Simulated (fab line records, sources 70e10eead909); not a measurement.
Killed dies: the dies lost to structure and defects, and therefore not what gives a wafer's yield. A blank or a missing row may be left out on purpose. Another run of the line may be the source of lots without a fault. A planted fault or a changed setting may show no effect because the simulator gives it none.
Chamber matching / flow nand_harc / ald_metal-01 running NHARC_A_BLC_ALD_23: 4 sister chambers
The step deposits TiN, target thk 3 nm, pulse time 1 s, ald cycles 150. 8 wafers are shown with their chamber, then 7 later ones without.

EACH WAFER AND ITS CHAMBER
wafer=L677.1; chamber=3; heater_power_outer_w (W)=791; heater_power_w (W)=1197
wafer=L679.1; chamber=3; heater_power_outer_w (W)=799; heater_power_w (W)=1165
wafer=L679.3; chamber=2; heater_power_outer_w (W)=682; heater_power_w (W)=1058
wafer=L682.3; chamber=2; heater_power_outer_w (W)=681; heater_power_w (W)=1100
wafer=L693.5; chamber=1; heater_power_outer_w (W)=821; heater_power_w (W)=1168
wafer=L693.6; chamber=0; heater_power_outer_w (W)=591; heater_power_w (W)=941
wafer=L696.1; chamber=0; heater_power_outer_w (W)=612; heater_power_w (W)=930
wafer=L696.4; chamber=1; heater_power_outer_w (W)=817; heater_power_w (W)=1141

WAFERS WITHOUT THEIR CHAMBER
wafer=L696.6; heater_power_outer_w (W)=687; heater_power_w (W)=1068
wafer=L697.3; heater_power_outer_w (W)=682; heater_power_w (W)=1073
wafer=L697.5; heater_power_outer_w (W)=617; heater_power_w (W)=919
wafer=L697.6; heater_power_outer_w (W)=812; heater_power_w (W)=1190
wafer=L699.2; heater_power_outer_w (W)=609; heater_power_w (W)=920
wafer=L699.3; heater_power_outer_w (W)=752; heater_power_w (W)=1111
wafer=L699.4; heater_power_outer_w (W)=700; heater_power_w (W)=1073

WHICH CHAMBER EACH WENT THROUGH
wafer=L696.6; from the rows above=2; in truth=2
wafer=L697.3; from the rows above=2; in truth=2
wafer=L697.5; from the rows above=0; in truth=0
wafer=L697.6; from the rows above=can't be placed: 1 or 3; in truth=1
wafer=L699.2; from the rows above=0; in truth=0
wafer=L699.3; from the rows above=3; in truth=3
wafer=L699.4; from the rows above=2; in truth=2
Correctly placed: 6 of 7. From these rows, 1 cannot be placed; in 1 the true chamber is one of the candidates. Wrongly placed: 0.
How it was worked out, from the rows above alone: a wafer's distance from a chamber is the root of the sum, over the readings, of the square of ((its reading less the chamber's mean) divided by the reading's scatter). The wafer belongs to the nearest chamber; if the next one is less than 2 further off, it can't be placed. A chamber's mean is the mean of its shown wafers. The scatter: take each reading less its chamber's mean, square it, sum over the shown wafers, divide by the number of wafers less the number of chambers, and take the root.
